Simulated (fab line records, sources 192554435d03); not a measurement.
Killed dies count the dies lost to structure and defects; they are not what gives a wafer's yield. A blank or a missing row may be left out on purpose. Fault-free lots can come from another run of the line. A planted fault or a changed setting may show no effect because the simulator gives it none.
The same fault as seen by 2 desks || flow n5-finfet || numbers are kept per desk, each desk with only its own; the story behind them comes last

TOOL OWNER'S DESK, rie-diel-02
The tool's own readings at N5_MIM_BOT_ETCH_ETCH_04 (etches SiNx in CF4/O2, target depth 26 nm, time 13 s): means of the sampled wafers that have a number, for each lot that ran on this tool. If a lot's mean is further than 4 standard deviations from the usual mean, the lot is out of limits and carries the mark OUT (the distance appears in the brackets). Shown are 7 of the 8 readings it has, namely the first that went out of limits plus those furthest out on some lot.
Columns: A = O2_flow_sccm at N5_MIM_BOT_ETCH_ETCH_04, usual 10.002 sccm; B = cf4-flow-sccm at N5_MIM_BOT_ETCH_ETCH_04, usual 100.1 sccm; C = drypump-motor-current-A at N5_MIM_BOT_ETCH_ETCH_04, usual 5.9 A; D = oes_o_777_au at N5_MIM_BOT_ETCH_ETCH_04, usual 0.83 a.u.; E = rf-vpp-V at N5_MIM_BOT_ETCH_ETCH_04, usual 240 V; F = showerhead-plenum-p-Torr at N5_MIM_BOT_ETCH_ETCH_04, usual 2.22 Torr; G = throttle-valve-pct at N5_MIM_BOT_ETCH_ETCH_04, usual 15.81 %
{"lot": "L149", "first seen here": "day 11 19:44", "A": 9.994, "B": 100.0, "C": 5.6, "D": 0.80, "E": 241, "F": 2.22, "G": 15.95}
{"lot": "L157", "first seen here": "day 14 02:54", "A": 9.997, "B": "130.0 (+96) OUT", "C": 5.1, "D": 0.69, "E": 248, "F": "2.51 (+4.3) OUT", "G": "16.95 (+4.9) OUT"}
{"lot": "L159", "first seen here": "day 14 09:11", "A": 9.962, "B": "130.1 (+97) OUT", "C": 5.6, "D": 0.58, "E": 246, "F": 2.42, "G": "17.16 (+5.9) OUT"}
{"lot": "L158", "first seen here": "day 14 11:15", "A": 9.995, "B": "129.7 (+95) OUT", "C": 5.7, "D": 0.58, "E": 247, "F": 2.42, "G": "17.29 (+6.4) OUT"}
This desk's verdict: out of limits on L157, L158, L159, starting with L157 at day 14 02:54 (cf4-flow-sccm at N5_MIM_BOT_ETCH_ETCH_04). L149: within limits.

THE METROLOGY DESK
What the gauges read, lot by lot, whatever tool the lot ran on: means of the sampled wafers that have a number. If a lot's mean is further than 4 standard deviations from the usual mean, the lot is out of limits and carries the mark OUT (the distance appears in the brackets).
Columns: A = M15_RS at N5_BEOL_M15_RS_MEAS_54, usual 0.0216 ohm/sq
{"lot": "L149", "first seen here": "day 11 13:08", "A": 0.0215}
{"lot": "L151", "first seen here": "day 11 15:38", "A": 0.0217}
{"lot": "L152", "first seen here": "day 12 02:17", "A": 0.0213}
{"lot": "L157", "first seen here": "day 13 19:25", "A": 0.0215}
{"lot": "L159", "first seen here": "day 14 03:26", "A": 0.0219}
{"lot": "L158", "first seen here": "day 14 04:24", "A": 0.0221}
{"lot": "L164", "first seen here": "day 15 09:53", "A": 0.0215}
{"lot": "L168", "first seen here": "day 16 16:29", "A": 0.0213}
{"lot": "L169", "first seen here": "day 17 08:08", "A": 0.0216}
{"lot": "L171", "first seen here": "day 17 22:22", "A": 0.0216}
This desk's verdict: no lot among the 10 shows anything out of limits.

TAKEN TOGETHER
The tool owner's desk had the chance to raise an alarm at day 14 02:54 on L157, L158, L159.
From the metrology desk's view, nothing was out of limits.
The metrology desk has L157, L158, L159 on record, within its limits.
The lots listed all ran N5_MIM_BOT_ETCH_ETCH_04 on rie-diel-02.

WHAT HAD BEEN PUT IN BY THE SIMULATOR
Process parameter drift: rie-diel-02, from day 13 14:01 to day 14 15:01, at N5_MIM_BOT_ETCH_ETCH_04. The setting cf4-flow-sccm was moved by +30, starting from 100. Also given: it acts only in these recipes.
Struck lots among those shown: L157, L158, L159.
Delay in hours, fault start to first out-of-limits reading, by desk: the tool owner's desk at 13.
